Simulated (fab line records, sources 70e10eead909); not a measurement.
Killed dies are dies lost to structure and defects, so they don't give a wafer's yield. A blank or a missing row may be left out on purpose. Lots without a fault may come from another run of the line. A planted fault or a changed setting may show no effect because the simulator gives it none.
Chamber matching | flow nand_harc | NHARC_P_CONTACT_ALD_22 on ald_metal-02: 4 sister chambers
The step deposits TiN, target thk 3 nm, pulse time 1 s, ald cycles 150. 14 wafers are shown with their chamber, then 7 later ones without.

WAFERS WITH THEIR CHAMBER
wafer  | chamber | heater_power_w (W) | precursor_pulse_height_rel
L772.2 | 1       | 986                | 1.014
L772.3 | 2       | 1226               | 1.033
L772.4 | 0       | 1087               | 1.005
L774.3 | 0       | 1068               | 0.992
L774.4 | 2       | 1234               | 0.992
L774.5 | 2       | 1234               | 1.047
L775.2 | 1       | 997                | 0.988
L775.5 | 2       | 1250               | 0.989
L775.6 | 3       | 1267               | 0.970
L776.2 | 1       | 1022               | 0.989
L776.3 | 0       | 1075               | 1.001
L776.4 | 3       | 1288               | 1.012
L777.1 | 3       | 1276               | 1.021
L777.4 | 1       | 1030               | 0.983

SIGNATURES (means of the wafers above)
reading                    | chamber 0 | chamber 1 | chamber 2 | chamber 3 | scatter within a chamber
heater_power_w             | 1076.67   | 1008.75   | 1236.00   | 1277.00   | 14.1
precursor_pulse_height_rel | 0.99933   | 0.99350   | 1.01525   | 1.00100   | 0.0217
Rule: a wafer's distance from a chamber is the root of the sum, over the readings, of the square of ((its reading less the chamber's mean) divided by the reading's scatter). The wafer belongs to the nearest chamber; if the next one is less than 2 further off, it can't be placed. The scatter: the root of (the sum of the squares of (reading less its chamber's mean) over the shown wafers, divided by (wafers less chambers)).

WAFERS WITHOUT THEIR CHAMBER
wafer  | heater_power_w (W) | precursor_pulse_height_rel
L777.6 | 1004               | 0.979
L786.1 | 991                | 1.036
L786.3 | 1304               | 0.988
L786.6 | 1019               | 1.014
L787.1 | 1155               | 0.987
L787.3 | 1030               | 0.981
L787.6 | 1001               | 1.000

WHICH CHAMBER EACH WENT THROUGH
wafer  | from the rows above     | in truth
L777.6 | 1                       | 1
L786.1 | 1                       | 1
L786.3 | 3                       | 3
L786.6 | 1                       | 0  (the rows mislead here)
L787.1 | can't be placed: 0 or 2 | 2
L787.3 | can't be placed: 1 or 0 | 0
L787.6 | 1                       | 1
Placed correctly: 4 of 7. Can't be placed from these rows: 2 (the true chamber is among the candidates in 2). Placed wrongly: 1.
